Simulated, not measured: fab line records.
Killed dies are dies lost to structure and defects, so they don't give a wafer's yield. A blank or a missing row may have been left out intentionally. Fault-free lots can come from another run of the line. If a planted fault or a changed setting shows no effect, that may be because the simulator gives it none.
fab line records + flow nandHarc
record:
- lots: 11
- wafers: 33
- lastDay: 24
route steps=1159 shown P_GATE@132 END@1159
lots untouched by any fault: they come from a run of this same line in which no faults occurred
startH: hours from the record's first day to the start of the lot's first wafer shown + waitH: how many hours have passed since the lot's step before this one + " the same as in the row above + L1.1+2: a row that stands for several wafers + - no value, or no start was given + * or withheld: withheld + < > ~ a bound
route shown NAME@n: NAME is a module with steps in the file, n the number in the route of the first one + usual: average and standard deviation across the fault-free wafers + same: alike in all rows + chamber/n: place in a boat + sites: the reading at each site + _std_site: the values' standard deviation + _edge_site: outer sites' mean less inner sites' + radiusMm: for every site, how far away it sits from the centre of the wafer + mask NAME#n: copy n + behind: tool/chamber where the wafer was last shaped + hold: why the lot went on hold/how many hours it stayed there/how the hold came to an end + device: names the non-switching transistor (n, p or np) + end of line: the route-end tests of the same wafers + step lacking rows: just its recipe + killed: at the first sort, the dies lost to defects and structure; wafer yield is something else + map: shows each die of a wafer: x if killed, . if not, _ if none is there
set.NAME: setting as actually run; set.NAME@STEP: the setting as run at that earlier step + model.NAME: the simulator's own value behind a step, which no gauge read
the route's steps for a sample of lots (tables are steps, rows are wafers)
services: a tool's chamber out of use, with start hour (startH, from the record's first day; less than 0 if before it), hours out, and reason
== steps ==
step: NHARC_P_GATE_DEP_103
recipe:
- targetThkA: 300
- targetThkNm: 30
- tempC: 400
- flowSccm: 200
- rfW: 350
- material: SiON
usual:
- heaterPowerW: 689/110
| lot.wafer | tool     | chamber | startH | waitH | heaterPowerW | sinceWetCleanH |
|-----------|----------|---------|--------|-------|--------------|----------------|
| L625.2    | pecvd-01 | 2       | 102.03 | 0.4   | 509          | 33             |
| L625.5    | "        | 2       | "      | "     | 521          | -              |
| L625.6    | "        | 1       | "      | "     | 583          | -              |
| L626.3    | pecvd-01 | 1       | 105.39 | 0.4   | 668          | 36             |
| L626.1    | "        | 0       | "      | "     | 876          | 36             |
| L626.4    | "        | 0       | "      | "     | 880          | -              |
| L627.2    | pecvd-01 | 0       | 105.74 | 0.5   | 904          | 37             |
| L627.6    | "        | 0       | "      | "     | 885          | -              |
| L627.5    | "        | 1       | "      | "     | 668          | -              |
| L628.1    | pecvd-02 | 1       | 120.68 | 0.6   | 699          | 136            |
| L628.4    | "        | 2       | "      | "     | 681          | -              |
| L628.6    | "        | 0       | "      | "     | 924          | -              |
| L630.1    | pecvd-02 | 1       | 130.76 | 0.6   | 612          | 146            |
| L630.2    | "        | 2       | "      | "     | 713          | 146            |
| L630.5    | "        | 0       | "      | "     | 823          | -              |
| L629.1    | pecvd-02 | 2       | 131.30 | 0.6   | 596          | 146            |
| L629.6    | "        | 0       | "      | "     | 873          | -              |
| L629.5    | "        | 1       | "      | "     | 643          | -              |
| L632.1    | pecvd-04 | 0       | 141.38 | 0.7   | 590          | 114            |
| L632.2    | "        | 1       | "      | "     | 596          | 114            |
| L632.5    | "        | 0       | "      | "     | 599          | -              |
| L633.6    | pecvd-02 | 2       | 147.43 | 0.1   | 689          | -              |
| L633.5    | "        | 0       | "      | "     | 949          | -              |
| L633.4    | "        | 1       | "      | "     | 630          | -              |
| L638.1    | pecvd-02 | 0       | 185.51 | 0.5   | 774          | 19             |
| L638.3    | "        | 2       | "      | "     | 635          | 19             |
| L638.6    | "        | 2       | "      | "     | 653          | -              |
| L641.2    | pecvd-01 | 0       | 196.14 | 0.5   | 855          | 127            |
| L641.1    | "        | 1       | "      | "     | 599          | 127            |
| L641.6    | "        | 0       | "      | "     | 853          | -              |
| L642.1    | pecvd-02 | 0       | 203.21 | 0.6   | 851          | 37             |
| L642.3    | "        | 1       | "      | "     | 643          | 37             |
| L642.6    | "        | 2       | "      | "     | 654          | -              |
step: NHARC_P_GATE_EXPOSE_23
recipe:
- na: 1.35
- targetCdNm: 120
- doseMj: 93.91
- maskId: P_GATE
usual:
- exposureDoseMJCm2: 93.91/0.093
- stageVelMmS: 500.05/0.22
| lot.wafer | tool           | chamber | startH | waitH | mask     | exposureDoseMJCm2 | stageVelMmS |
|-----------|----------------|---------|--------|-------|----------|-------------------|-------------|
| L625.2    | arfiScanner-03 | 0       | 102.57 | -     | P_GATE#0 | 93.90             | 500.28      |
| L625.5    | "              | 0       | "      | "     | P_GATE#0 | 93.93             | 499.94      |
| L625.6    | "              | 0       | "      | "     | P_GATE#0 | 93.91             | 499.88      |
| L626.1    | arfiScanner-03 | 0       | 105.84 | -     | P_GATE#0 | 93.94             | 499.68      |
| L626.3    | "              | 0       | "      | "     | P_GATE#0 | 94.01             | 499.90      |
| L626.4    | "              | 0       | "      | "     | P_GATE#0 | 94.07             | 499.77      |
| L627.2    | arfiScanner-02 | 0       | 106.28 | -     | P_GATE#0 | 93.94             | 500.03      |
| L627.5    | "              | 0       | "      | "     | P_GATE#0 | 93.83             | 499.84      |
| L627.6    | "              | 0       | "      | "     | P_GATE#0 | 93.78             | 499.97      |
| L628.1    | arfiScanner-01 | 0       | 121.22 | -     | P_GATE#0 | 93.76             | 500.11      |
| L628.4    | "              | 0       | "      | "     | P_GATE#0 | 93.89             | 499.95      |
| L628.6    | "              | 0       | "      | "     | P_GATE#0 | 93.79             | 500.15      |
| L630.1    | arfiScanner-03 | 0       | 131.32 | -     | P_GATE#0 | 93.73             | 499.56      |
| L630.2    | "              | 0       | "      | "     | P_GATE#0 | 93.77             | 499.91      |
| L630.5    | "              | 0       | "      | "     | P_GATE#0 | 93.78             | 499.88      |
| L629.1    | arfiScanner-01 | 0       | 131.78 | -     | P_GATE#0 | 93.82             | 500.33      |
| L629.5    | "              | 0       | "      | "     | P_GATE#0 | 93.82             | 500.05      |
| L629.6    | "              | 0       | "      | "     | P_GATE#0 | 93.71             | 499.93      |
| L632.1    | arfiScanner-01 | 0       | 141.92 | -     | P_GATE#0 | 100.99            | 500.11      |
| L632.2    | "              | 0       | "      | "     | P_GATE#0 | 101.17            | 500.09      |
| L632.5    | "              | 0       | "      | "     | P_GATE#0 | 101.04            | 500.42      |
| L633.4    | arfiScanner-03 | 0       | 147.90 | -     | P_GATE#0 | 93.85             | 500.18      |
| L633.5    | "              | 0       | "      | "     | P_GATE#0 | 93.95             | 499.80      |
| L633.6    | "              | 0       | "      | "     | P_GATE#0 | 94.01             | 500.23      |
| L638.1    | arfiScanner-01 | 0       | 185.92 | -     | P_GATE#0 | 101.14            | 500.19      |
| L638.3    | "              | 0       | "      | "     | P_GATE#0 | 101.06            | 500.00      |
| L638.6    | "              | 0       | "      | "     | P_GATE#0 | 101.16            | 500.24      |
| L641.1    | arfiScanner-03 | 0       | 196.65 | -     | P_GATE#0 | 93.86             | 499.59      |
| L641.2    | "              | 0       | "      | "     | P_GATE#0 | 93.95             | 499.88      |
| L641.6    | "              | 0       | "      | "     | P_GATE#0 | 93.77             | 500.09      |
| L642.1    | arfiScanner-02 | 0       | 203.72 | -     | P_GATE#0 | 93.89             | 500.27      |
| L642.3    | "              | 0       | "      | "     | P_GATE#0 | 93.88             | 499.93      |
| L642.6    | "              | 0       | "      | "     | P_GATE#0 | 93.92             | 500.12      |
step: NHARC_P_GATE_CD_MEAS_26
recipe:
- targetCdNm: 120
- landingEnergyEv: 500
usual:
- cdNm: 119.9/0.65
| lot.wafer | tool     | chamber | startH | waitH | cdNm  |
|-----------|----------|---------|--------|-------|-------|
| L625.2    | cdSem-03 | 0       | 102.71 | -     | 120.7 |
| L625.5    | "        | 0       | "      | "     | 121.0 |
| L625.6    | "        | 0       | "      | "     | 119.6 |
| L626.1    | cdSem-02 | 0       | 105.98 | -     | 120.7 |
| L626.3    | "        | 0       | "      | "     | 119.4 |
| L626.4    | "        | 0       | "      | "     | 120.2 |
| L627.2    | cdSem-03 | 0       | 106.42 | -     | 119.9 |
| L627.5    | "        | 0       | "      | "     | 120.4 |
| L627.6    | "        | 0       | "      | "     | 120.4 |
| L628.1    | cdSem-02 | 0       | 121.36 | -     | 119.4 |
| L628.4    | "        | 0       | "      | "     | 118.6 |
| L628.6    | "        | 0       | "      | "     | 118.3 |
| L630.1    | cdSem-03 | 0       | 131.46 | -     | 120.0 |
| L630.2    | "        | 0       | "      | "     | 120.4 |
| L630.5    | "        | 0       | "      | "     | 120.3 |
| L629.1    | cdSem-02 | 0       | 131.92 | -     | 119.3 |
| L629.5    | "        | 0       | "      | "     | 120.7 |
| L629.6    | "        | 0       | "      | "     | 119.0 |
| L632.1    | cdSem-03 | 0       | 142.06 | -     | 115.2 |
| L632.2    | "        | 0       | "      | "     | 115.9 |
| L632.5    | "        | 0       | "      | "     | 115.8 |
| L633.4    | cdSem-01 | 0       | 148.03 | -     | 120.9 |
| L633.5    | "        | 0       | "      | "     | 120.8 |
| L633.6    | "        | 0       | "      | "     | 120.8 |
| L638.1    | cdSem-01 | 0       | 186.06 | -     | 115.4 |
| L638.3    | "        | 0       | "      | "     | 116.6 |
| L638.6    | "        | 0       | "      | "     | 115.8 |
| L641.1    | cdSem-02 | 0       | 196.79 | -     | 119.6 |
| L641.2    | "        | 0       | "      | "     | 120.6 |
| L641.6    | "        | 0       | "      | "     | 121.1 |
| L642.1    | cdSem-02 | 0       | 203.86 | -     | 120.6 |
| L642.3    | "        | 0       | "      | "     | 120.0 |
| L642.6    | "        | 0       | "      | "     | 119.4 |
step: NHARC_P_GATE_DESCUM_31
recipe:
- timeS: 3
- o2FlowSccm: 200
- arFlowSccm: 0
- biasPowerW: 0
- chemistry: O2
usual:
- drypumpMotorCurrentA: 5.8/0.38
- oesProductAu: 1.002/0.012
- rfVppV: 57.8/0.84
- showerheadPlenumPTorr: 1.92/0.056
- throttleValvePct: 11.311/0.01
| lot.wafer | tool       | chamber | startH | waitH | drypumpMotorCurrentA | oesProductAu | rfHoursCounterH | rfVppV | showerheadPlenumPTorr | throttleValvePct |
|-----------|------------|---------|--------|-------|----------------------|--------------|-----------------|--------|-----------------------|------------------|
| L625.2    | rieDiel-08 | 3       | 102.90 | 0.1   | 5.3                  | 0.981        | 35              | 57.4   | 1.99                  | 11.300           |
| L625.6    | "          | 2       | "      | "     | 5.9                  | 1.001        | -               | 59.0   | 1.99                  | 11.318           |
| L625.5    | "          | 3       | "      | "     | 5.3                  | 0.984        | -               | 58.9   | 1.99                  | 11.323           |
| L626.4    | rieDiel-02 | 1       | 106.21 | 0.1   | 6.0                  | 1.007        | 45              | 59.2   | 2.00                  | 11.295           |
| L626.1    | "          | 2       | "      | "     | 5.9                  | 1.003        | 40              | 59.5   | 1.85                  | 11.304           |
| L626.3    | "          | 0       | "      | "     | 5.0                  | 0.999        | 46              | 57.5   | 1.94                  | 11.322           |
| L627.2    | rieDiel-02 | 3       | 106.60 | 0.1   | 6.2                  | 1.001        | 47              | 58.4   | 1.93                  | 11.319           |
| L627.6    | "          | 3       | "      | "     | 6.2                  | 1.005        | -               | 57.1   | 1.93                  | 11.302           |
| L627.5    | "          | 0       | "      | "     | 5.1                  | 0.990        | -               | 57.9   | 1.94                  | 11.287           |
| L628.1    | rieDiel-08 | 1       | 121.55 | 0.1   | 5.0                  | 0.999        | 59              | 57.3   | 1.88                  | 11.298           |
| L628.4    | "          | 0       | "      | "     | 6.1                  | 0.991        | 61              | 58.1   | 1.82                  | 11.310           |
| L628.6    | "          | 1       | "      | "     | 5.0                  | 1.000        | -               | 57.6   | 1.88                  | 11.319           |
| L630.1    | rieDiel-02 | 3       | 131.66 | 0.1   | 6.2                  | 1.018        | 55              | 58.4   | 1.93                  | 11.308           |
| L630.2    | "          | 0       | "      | "     | 5.1                  | 0.998        | 54              | 58.3   | 1.94                  | 11.286           |
| L630.5    | "          | 3       | "      | "     | 6.2                  | 1.015        | -               | 60.0   | 1.93                  | 11.297           |
| L629.1    | rieDiel-05 | 3       | 132.12 | 0.1   | 5.7                  | 1.006        | 25              | 57.7   | 1.97                  | 11.312           |
| L629.6    | "          | 2       | "      | "     | 6.1                  | 0.998        | -               | 59.4   | 1.88                  | 11.313           |
| L629.5    | "          | 3       | "      | "     | 5.7                  | 1.005        | -               | 58.6   | 1.97                  | 11.327           |
| L632.1    | rieDiel-05 | 2       | 142.28 | 0.1   | 6.2                  | 1.015        | 28              | 56.7   | 1.87                  | 11.311           |
| L632.2    | "          | 3       | "      | "     | 5.7                  | 1.013        | 26              | 57.6   | 1.97                  | 11.329           |
| L632.5    | "          | 3       | "      | "     | 5.7                  | 1.015        | -               | 57.6   | 1.97                  | 11.312           |
| L633.4    | rieDiel-05 | 3       | 148.24 | 0.1   | 5.7                  | 1.015        | 27              | 56.6   | 1.97                  | 11.319           |
| L633.5    | "          | 0       | "      | "     | 6.0                  | 0.991        | -               | 57.3   | 1.94                  | 11.320           |
| L633.6    | "          | 1       | "      | "     | 5.8                  | 1.012        | -               | 57.4   | 1.88                  | 11.296           |
| L638.1    | rieDiel-08 | 2       | 186.25 | 0.1   | 5.9                  | 1.001        | 20              | 58.5   | 1.98                  | 11.311           |
| L638.3    | "          | 0       | "      | "     | 6.1                  | 0.989        | 23              | 58.0   | 1.81                  | 11.318           |
| L638.6    | "          | 2       | "      | "     | 5.9                  | 1.004        | -               | 57.9   | 1.98                  | 11.319           |
| L641.2    | rieDiel-08 | 1       | 197.07 | 0.2   | 5.0                  | 1.009        | 24              | 56.7   | 1.87                  | 11.317           |
| L641.1    | "          | 2       | "      | "     | 5.9                  | 1.007        | 23              | 59.2   | 1.98                  | 11.301           |
| L641.6    | "          | 0       | "      | "     | 6.1                  | 0.988        | -               | 57.0   | 1.81                  | 11.305           |
| L642.1    | rieDiel-05 | 2       | 204.13 | 0.1   | 6.1                  | 0.977        | 9               | 58.7   | 1.87                  | 11.315           |
| L642.3    | "          | 3       | "      | "     | 5.7                  | 1.021        | 9               | 57.7   | 1.96                  | 11.331           |
| L642.6    | "          | 2       | "      | "     | 6.2                  | 0.985        | -               | 58.4   | 1.87                  | 11.313           |
step: NHARC_P_GATE_ETCH_104
recipe:
- targetDepthA: 600
- timeS: withheld
- cf4FlowSccm: 100
- chf3FlowSccm: 30
- arFlowSccm: 0
- rfW: 500
- biasW: 200
- chemistry: CF4/CHF3
usual:
- biasW: 199.9/0.6
- drypumpMotorCurrentA: 5.8/0.39
- oesProductAu: 0.950/0.022
- rfVppV: 370.9/1.7
- showerheadPlenumPTorr: 1.58/0.043
- throttleValvePct: 16.803/0.0093
| lot.wafer | tool       | chamber | startH | waitH | biasW | drypumpMotorCurrentA | oesProductAu | rfVppV | showerheadPlenumPTorr | throttleValvePct |
|-----------|------------|---------|--------|-------|-------|----------------------|--------------|--------|-----------------------|------------------|
| L625.2    | rieDiel-08 | 2       | 102.98 | 0.1   | 200.4 | 5.9                  | 0.958        | 372.3  | 1.64                  | 16.802           |
| L625.5    | "          | 2       | "      | "     | 199.8 | 5.9                  | 0.954        | 371.7  | 1.64                  | 16.813           |
| L625.6    | "          | 3       | "      | "     | 199.7 | 5.3                  | 0.934        | 372.7  | 1.63                  | 16.800           |
| L626.4    | rieDiel-02 | 3       | 106.31 | 0.1   | 200.6 | 6.2                  | 0.976        | 370.7  | 1.59                  | 16.797           |
| L626.1    | "          | 1       | "      | "     | 200.2 | 6.0                  | 0.951        | 373.2  | 1.64                  | 16.803           |
| L626.3    | "          | 2       | "      | "     | 200.0 | 5.9                  | 0.938        | 369.0  | 1.52                  | 16.798           |
| L627.2    | rieDiel-02 | 0       | 106.69 | 0.1   | 199.9 | 5.1                  | 0.938        | 371.4  | 1.60                  | 16.787           |
| L627.6    | "          | 0       | "      | "     | 199.6 | 5.1                  | 0.936        | 370.8  | 1.60                  | 16.814           |
| L627.5    | "          | 1       | "      | "     | 200.4 | 6.0                  | 0.957        | 373.3  | 1.64                  | 16.806           |
| L628.4    | rieDiel-08 | 3       | 121.63 | 0.1   | 199.3 | 5.3                  | 0.961        | 372.7  | 1.63                  | 16.793           |
| L628.1    | "          | 0       | "      | "     | 200.1 | 6.1                  | 0.971        | 368.4  | 1.50                  | 16.804           |
| L628.6    | "          | 0       | "      | "     | 200.8 | 6.1                  | 0.977        | 367.4  | 1.50                  | 16.815           |
| L630.2    | rieDiel-02 | 1       | 131.74 | 0.1   | 199.4 | 6.0                  | 0.984        | 373.0  | 1.64                  | 16.812           |
| L630.1    | "          | 2       | "      | "     | 200.3 | 5.9                  | 0.976        | 369.1  | 1.52                  | 16.822           |
| L630.5    | "          | 3       | "      | "     | 199.6 | 6.2                  | 0.981        | 370.6  | 1.59                  | 16.792           |
| L629.1    | rieDiel-05 | 0       | 132.37 | 0.2   | 200.2 | 6.0                  | 0.934        | 371.8  | 1.60                  | 16.806           |
| L629.5    | "          | 0       | "      | "     | 200.4 | 5.9                  | 0.938        | 372.6  | 1.60                  | 16.805           |
| L629.6    | "          | 1       | "      | "     | 200.6 | 5.8                  | 0.970        | 370.7  | 1.55                  | 16.792           |
| L632.1    | rieDiel-05 | 3       | 142.37 | 0.1   | 200.7 | 5.7                  | 0.926        | 373.6  | 1.62                  | 16.799           |
| L632.2    | "          | 0       | "      | "     | 199.5 | 5.9                  | 0.915        | 371.8  | 1.60                  | 16.803           |
| L632.5    | "          | 0       | "      | "     | 199.9 | 5.9                  | 0.908        | 370.0  | 1.60                  | 16.807           |
| L633.4    | rieDiel-05 | 1       | 148.31 | 0.1   | 199.4 | 5.8                  | 0.933        | 370.2  | 1.54                  | 16.795           |
| L633.6    | "          | 2       | "      | "     | 198.4 | 6.2                  | 0.925        | 369.4  | 1.54                  | 16.802           |
| L633.5    | "          | 3       | "      | "     | 199.8 | 5.7                  | 0.930        | 372.5  | 1.61                  | 16.800           |
| L638.1    | rieDiel-08 | 1       | 186.33 | 0.1   | 199.6 | 5.0                  | 0.957        | 369.6  | 1.54                  | 16.814           |
| L638.3    | "          | 0       | "      | "     | 200.5 | 6.1                  | 0.969        | 367.8  | 1.50                  | 16.819           |
| L638.6    | "          | 2       | "      | "     | 199.2 | 5.9                  | 0.970        | 373.7  | 1.63                  | 16.780           |
| L641.1    | rieDiel-08 | 3       | 197.16 | 0.1   | 198.3 | 5.3                  | 0.913        | 372.2  | 1.62                  | 16.815           |
| L641.2    | "          | 0       | "      | "     | 200.1 | 6.1                  | 0.914        | 368.9  | 1.50                  | 16.800           |
| L641.6    | "          | 3       | "      | "     | 199.6 | 5.3                  | 0.910        | 372.3  | 1.62                  | 16.799           |
| L642.1    | rieDiel-05 | 3       | 204.23 | 0.1   | 200.6 | 5.7                  | 0.961        | 372.5  | 1.61                  | 16.807           |
| L642.3    | "          | 0       | "      | "     | 200.2 | 6.0                  | 0.947        | 373.0  | 1.60                  | 16.805           |
| L642.6    | "          | 3       | "      | "     | 201.0 | 5.8                  | 0.961        | 372.8  | 1.61                  | 16.794           |
step: NHARC_END_SORT_01
recipe:
- tempC: 25
usual:
- killedAtArray: 26/9.1
- killedAtOther: 0.7/0.9
- killedAtPeriphery: 3.6/2.8
- killedDies: 30/9.2
- killedOpen: 3.0/1.9
- killedShort: 2.0/1.4
same:
- grossDies: 677
| lot.wafer | tool      | chamber | startH | waitH | killedAtArray | killedAtOther | killedAtPeriphery | killedDies | killedOpen | killedShort |
|-----------|-----------|---------|--------|-------|---------------|---------------|-------------------|------------|------------|-------------|
| L638.1    | prober-01 | 0       | 561.74 | 2.5   | 26            | 0             | 11                | 37         | 4          | 0           |
| L638.3    | prober-01 | 0       | 563.36 | 3.1   | 16            | 0             | 8                 | 24         | 2          | 3           |
| L638.6    | prober-01 | 0       | 565.79 | 4.0   | 22            | 1             | 10                | 33         | 1          | 1           |
killed by level:class
L638.1 A_CHANNEL_HOLE_D1:chamberFilmFlake=19 P_BONDPAD:chamberFilmFlake=7 A_CONTACT:chamberFilmFlake=4 A_M0:geometricParticle:open=2 P_M1:chamberFilmFlake=2 P_CONTACT:geometricParticle:open=1 A_CONTACT:geometricParticle:open=1 P_GATE:chamberFilmFlake=1
L638.3 A_CHANNEL_HOLE_D1:chamberFilmFlake=10 P_BONDPAD:chamberFilmFlake=4 A_CONTACT:chamberFilmFlake=3 P_GATE:geometricParticle:short=1 P_CONTACT:geometricParticle:open=1 A_CHANNEL_HOLE_D1:geometricParticle:short=1 A_SGD_CUT:geometricParticle:open=1 A_SGD_CUT:geometricParticle:short=1
L638.6 A_CHANNEL_HOLE_D1:chamberFilmFlake=19 P_BONDPAD:chamberFilmFlake=5 P_ZERO_WELL:chamberFilmFlake=2 P_CONTACT:geometricParticle:open=1 P_CONTACT:geometricParticle:short=1 P_M1:chamberFilmFlake=1 A_WL_FILL:chamberFilmFlake=1 A_CONTACT:chamberFilmFlake=1
== services ==
| tool           | chamber | startH | hours | kind   |
|----------------|---------|--------|-------|--------|
| rieDiel-08     | 0       | 81.25  | -     | clean  |
| rieDiel-08     | 1       | 81.25  | -     | clean  |
| rieDiel-08     | 2       | 81.25  | -     | clean  |
| rieDiel-08     | 3       | 81.25  | -     | clean  |
| arfiScanner-02 | -       | 84.00  | 4.0   | pm     |
| arfiScanner-01 | -       | 85.61  | 3.3   | repair |
| rieDiel-05     | 0       | 93.99  | -     | clean  |
| rieDiel-05     | 1       | 93.99  | -     | clean  |
| rieDiel-02     | -       | 115.16 | 0.4   | repair |
| rieDiel-08     | -       | 124.82 | 9.0   | pm     |
| arfiScanner-03 | -       | 140.00 | 4.0   | pm     |
| rieDiel-05     | 1       | 140.06 | 5.8   | repair |
| arfiScanner-03 | -       | 148.13 | 0.3   | repair |
| rieDiel-02     | 1       | 149.00 | 4.4   | repair |
| rieDiel-02     | -       | 151.47 | 9.0   | pm     |
| pecvd-02       | -       | 153.12 | 13.0  | pm     |
| rieDiel-05     | -       | 163.69 | 9.0   | pm     |
| rieDiel-08     | 2       | 167.35 | 5.3   | repair |
| arfiScanner-02 | -       | 171.84 | 3.4   | repair |
| rieDiel-05     | 1       | 181.30 | 29.0  | repair |
| rieDiel-05     | 0       | 192.09 | 8.7   | repair |
| pecvd-04       | -       | 195.00 | 13.0  | pm     |
| arfiScanner-01 | -       | 196.00 | 4.0   | pm     |
| arfiScanner-02 | -       | 199.37 | 1.0   | repair |
== key ==
firstSign:
- step: NHARC_P_GATE_EXPOSE_23
- reading: exposureDoseMJCm2
- direction: up
- sigmas: 77
- usual: 93.91
- struck: 101.10
effect:
- step: NHARC_P_GATE_CD_MEAS_26
- reading: cdNm
- direction: down
- sigmas: 6.4
- usual: 119.9
- struck: 115.8
metAt NHARC_P_GATE_EXPOSE_23
struckLots L632,L638
testerLeftOut L632,L638
notActingAt NHARC_P_GATE_DEP_103,NHARC_P_GATE_DESCUM_31,NHARC_P_GATE_ETCH_104
onsetBetween 131.78 141.92
fault:
- kind: processParameterDrift
- tool: arfiScanner-01
- chamber: -
- onsetH: 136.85
- steps: NHARC_P_GATE_EXPOSE_23
- channel: doseMj
- offset: 7.1745
- shape: step
- actsIn: theseRecipesOnly
- stated: 93.91
testerLeftOut: of these lots the tester's yield and bins aren't shown, on N5 and GAA mostly nor the transistor test; their killed dies are dies lost to structure and defects alone, not to doping, threshold or leakage, so they don't give the yield
